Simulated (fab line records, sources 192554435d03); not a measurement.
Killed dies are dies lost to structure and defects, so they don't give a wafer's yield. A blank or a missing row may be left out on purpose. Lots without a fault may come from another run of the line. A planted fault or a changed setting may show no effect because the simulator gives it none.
One fault seen from 2 desks | flow n5_finfet | each desk has only its own numbers; what lay behind them comes last

THE METROLOGY DESK
What the gauges read, lot by lot, whatever tool the lot ran on: means of the sampled wafers that have a number. A lot is out of limits, marked OUT, if its mean lies more than 4 standard deviations from the usual mean; the brackets give that distance.
Columns: A = trench_depth_nm at N5_BEOL_M6_OCD_MEAS_38, usual 93.3 nm; B = M6_RS at N5_BEOL_M6_RS_MEAS_57, usual 0.294 ohm/sq
lot  | first seen here | A    | B
L381 | day 8 17:38     | 91.2 | 0.304
L382 | day 9 07:22     | 93.7 | 0.291
L384 | day 9 09:04     | 93.5 | 0.298
L385 | day 9 14:56     | 94.7 | 0.293
L386 | day 10 00:33    | 94.2 | 0.288
L387 | day 10 07:24    | 92.4 | 0.289
L392 | day 11 07:50    | 96.8 | 0.271
L394 | day 11 20:28    | 94.4 | 0.290
L399 | day 13 06:28    | 93.7 | 0.289
L402 | day 13 21:25    | 93.0 | 0.293
L398 | day 13 23:32    | 96.8 | 0.289
L403 | day 14 15:35    | 91.7 | 0.306
L404 | day 14 16:59    | 91.8 | 0.301
This desk's finding: nothing out of limits on any of the 13 lots.

THE TOOL OWNER'S DESK: pvd_sputter-03
The tool's own readings at N5_BEOL_M6_SPUTTER_48 (material Cu, target thk 10 nm, time 1.667 s): means of the sampled wafers that have a number, for each lot that ran on this tool. A lot is out of limits, marked OUT, if its mean lies more than 4 standard deviations from the usual mean; the brackets give that distance.
Columns: A = cathode_dc_power_W at N5_BEOL_M6_SPUTTER_48, usual 26000 W; B = chuck_gas_flow_sccm at N5_BEOL_M6_SPUTTER_48, usual 1.26 sccm; C = throttle_valve_pct at N5_BEOL_M6_SPUTTER_48, usual 30.0 %
lot  | first seen here | A                       | B    | C
L382 | day 9 08:49     | 26008                   | 1.23 | 30.5
L384 | day 9 10:24     | 26003                   | 1.28 | 30.4
L387 | day 10 09:11    | 26004                   | 1.28 | 30.2
L394 | day 11 21:52    | 24958 (-99 or more) OUT | 1.29 | 31.4
This desk's finding: out of limits on L394; first on L394, day 11 21:52 (cathode_dc_power_W at N5_BEOL_M6_SPUTTER_48). In limits: L382, L384, L387.

PUT TOGETHER
The tool owner's desk could have raised an alarm at day 11 21:52, on L394.
The metrology desk saw nothing out of limits.
The metrology desk has L394 on record, within its limits.
Of the lots named, all ran N5_BEOL_M6_SPUTTER_48 on pvd_sputter-03.

WHAT THE SIMULATOR HAD PUT IN
Process parameter drift: pvd_sputter-03, from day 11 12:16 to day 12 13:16, at N5_BEOL_M6_SPUTTER_48. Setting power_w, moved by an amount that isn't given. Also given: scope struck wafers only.
Lots struck among those shown: L394.
Hours from the fault's start to each desk's first reading out of limits: the tool owner's desk, 10.
